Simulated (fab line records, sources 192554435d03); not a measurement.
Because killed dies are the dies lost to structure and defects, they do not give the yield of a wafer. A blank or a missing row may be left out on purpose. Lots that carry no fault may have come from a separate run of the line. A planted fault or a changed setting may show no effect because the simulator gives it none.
Chamber matching | flow n5 finfet | N5_BEOL_M0_SAQP_STRIP_108 on rie diel-05: 4 sister chambers
The step strips in N2/H2. 4 wafers are shown with their chamber, then 7 later ones without.

WAFERS PAIRED WITH THEIR CHAMBERS
wafer  | chamber | showerhead plenum p Torr (Torr)
L736.3 | 3       | 3.58
L736.4 | 1       | 3.20
L731.3 | 2       | 3.45
L731.5 | 0       | 3.16

WAFERS MISSING THEIR CHAMBER
wafer  | showerhead plenum p Torr (Torr)
L731.6 | 3.58
L734.2 | 3.20
L734.4 | 3.45
L734.6 | 3.20
L735.2 | 3.16
L735.3 | 3.57
L735.6 | 3.45

EACH ONE'S CHAMBER
wafer  | from the rows above | in truth
L731.6 | 3                   | 3
L734.2 | 1                   | 1
L734.4 | 2                   | 2
L734.6 | 1                   | 1
L735.2 | 0                   | 0
L735.3 | 3                   | 3
L735.6 | 2                   | 2
7 of 7 placed correctly. Not placeable from these rows: 0. Wrongly placed: 0.
How it was worked out, from the rows above alone: a wafer's distance from a chamber is the root of the sum, over the readings, of the square of ((its reading less the chamber's mean) divided by the reading's scatter). The wafer belongs to the nearest chamber; if the next one is less than 2 further off, it can't be placed. A chamber's mean is the mean of its shown wafers. The scatter: root of mean squared gap, hidden wafer to nearest shown wafer, with one shown wafer a chamber.
